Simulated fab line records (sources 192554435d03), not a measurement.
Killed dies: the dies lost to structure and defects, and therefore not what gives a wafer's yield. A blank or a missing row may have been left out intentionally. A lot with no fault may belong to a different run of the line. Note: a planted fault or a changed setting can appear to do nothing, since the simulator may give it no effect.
Matching of chambers / flow n5_finfet / N5_FIN_CUT_STRIP_22 on rie_diel-02: 4 sister chambers
The step strips in N2/H2. 18 wafers are shown with their chamber, then 9 later ones without.

## EACH WAFER AND ITS CHAMBER
wafer=L075.1; chamber=0; showerhead_plenum_p_Torr (Torr)=3.37; drypump_motor_current_A (A)=5.7; throttle_valve_pct (%)=19.0
wafer=L075.2; chamber=3; showerhead_plenum_p_Torr (Torr)=3.33; drypump_motor_current_A (A)=5.6; throttle_valve_pct (%)=19.7
wafer=L075.6; chamber=1; showerhead_plenum_p_Torr (Torr)=3.31; drypump_motor_current_A (A)=5.0; throttle_valve_pct (%)=19.5
wafer=L077.2; chamber=0; showerhead_plenum_p_Torr (Torr)=3.37; drypump_motor_current_A (A)=5.7; throttle_valve_pct (%)=19.0
wafer=L077.5; chamber=2; showerhead_plenum_p_Torr (Torr)=3.58; drypump_motor_current_A (A)=5.9; throttle_valve_pct (%)=19.1
wafer=L077.6; chamber=1; showerhead_plenum_p_Torr (Torr)=3.31; drypump_motor_current_A (A)=5.1; throttle_valve_pct (%)=19.4
wafer=L079.2; chamber=0; showerhead_plenum_p_Torr (Torr)=3.37; drypump_motor_current_A (A)=5.8; throttle_valve_pct (%)=19.0
wafer=L079.3; chamber=2; showerhead_plenum_p_Torr (Torr)=3.58; drypump_motor_current_A (A)=5.9; throttle_valve_pct (%)=19.2
wafer=L079.4; chamber=3; showerhead_plenum_p_Torr (Torr)=3.33; drypump_motor_current_A (A)=5.7; throttle_valve_pct (%)=19.8
wafer=L082.1; chamber=0; showerhead_plenum_p_Torr (Torr)=3.36; drypump_motor_current_A (A)=5.7; throttle_valve_pct (%)=19.0
wafer=L082.3; chamber=2; showerhead_plenum_p_Torr (Torr)=3.58; drypump_motor_current_A (A)=5.8; throttle_valve_pct (%)=19.2
wafer=L082.4; chamber=2; showerhead_plenum_p_Torr (Torr)=3.58; drypump_motor_current_A (A)=5.8; throttle_valve_pct (%)=19.2
wafer=L083.3; chamber=0; showerhead_plenum_p_Torr (Torr)=3.36; drypump_motor_current_A (A)=5.8; throttle_valve_pct (%)=19.0
wafer=L083.5; chamber=2; showerhead_plenum_p_Torr (Torr)=3.58; drypump_motor_current_A (A)=5.8; throttle_valve_pct (%)=19.2
wafer=L083.6; chamber=1; showerhead_plenum_p_Torr (Torr)=3.30; drypump_motor_current_A (A)=5.1; throttle_valve_pct (%)=19.5
wafer=L086.1; chamber=3; showerhead_plenum_p_Torr (Torr)=3.33; drypump_motor_current_A (A)=5.7; throttle_valve_pct (%)=19.3
wafer=L086.5; chamber=2; showerhead_plenum_p_Torr (Torr)=3.57; drypump_motor_current_A (A)=5.8; throttle_valve_pct (%)=19.2
wafer=L086.6; chamber=1; showerhead_plenum_p_Torr (Torr)=3.30; drypump_motor_current_A (A)=5.1; throttle_valve_pct (%)=19.5

SIGNATURES (means of the wafers above)
reading=showerhead_plenum_p_Torr; chamber 0=3.3660; chamber 1=3.3050; chamber 2=3.5783; chamber 3=3.3300; scatter within a chamber=0.00465
reading=drypump_motor_current_A; chamber 0=5.740; chamber 1=5.075; chamber 2=5.833; chamber 3=5.667; scatter within a chamber=0.0531
reading=throttle_valve_pct; chamber 0=19.000; chamber 1=19.475; chamber 2=19.183; chamber 3=19.600; scatter within a chamber=0.106
Rule: distance of a wafer from a chamber = root of the sum over the readings of ((wafer's reading minus chamber's mean) / reading's scatter) squared. The wafer belongs to the nearest chamber; if the next one is less than 2 further off, it can't be placed. The scatter: the root of (the sum of the squares of (reading less its chamber's mean) over the shown wafers, divided by (wafers less chambers)).

## WAFERS MISSING THEIR CHAMBER
wafer=L093.1; showerhead_plenum_p_Torr (Torr)=3.57; drypump_motor_current_A (A)=5.9; throttle_valve_pct (%)=19.2
wafer=L093.2; showerhead_plenum_p_Torr (Torr)=3.32; drypump_motor_current_A (A)=5.8; throttle_valve_pct (%)=19.4
wafer=L093.4; showerhead_plenum_p_Torr (Torr)=3.36; drypump_motor_current_A (A)=5.8; throttle_valve_pct (%)=19.0
wafer=L094.1; showerhead_plenum_p_Torr (Torr)=3.32; drypump_motor_current_A (A)=5.8; throttle_valve_pct (%)=19.4
wafer=L094.5; showerhead_plenum_p_Torr (Torr)=3.32; drypump_motor_current_A (A)=5.7; throttle_valve_pct (%)=19.4
wafer=L094.6; showerhead_plenum_p_Torr (Torr)=3.35; drypump_motor_current_A (A)=5.8; throttle_valve_pct (%)=19.1
wafer=L097.2; showerhead_plenum_p_Torr (Torr)=3.30; drypump_motor_current_A (A)=5.1; throttle_valve_pct (%)=19.1
wafer=L097.3; showerhead_plenum_p_Torr (Torr)=3.35; drypump_motor_current_A (A)=5.7; throttle_valve_pct (%)=19.1
wafer=L097.5; showerhead_plenum_p_Torr (Torr)=3.32; drypump_motor_current_A (A)=5.8; throttle_valve_pct (%)=19.4

## WHICH CHAMBER EACH WENT THROUGH
wafer=L093.1; from the rows above=2; in truth=2
wafer=L093.2; from the rows above=3; in truth=3
wafer=L093.4; from the rows above=0; in truth=0
wafer=L094.1; from the rows above=3; in truth=3
wafer=L094.5; from the rows above=3; in truth=3
wafer=L094.6; from the rows above=0; in truth=0
wafer=L097.2; from the rows above=1; in truth=1
wafer=L097.3; from the rows above=0; in truth=0
wafer=L097.5; from the rows above=3; in truth=3
9 of 9 placed correctly. Left unplaced by these rows: 0. Wrongly placed: 0.
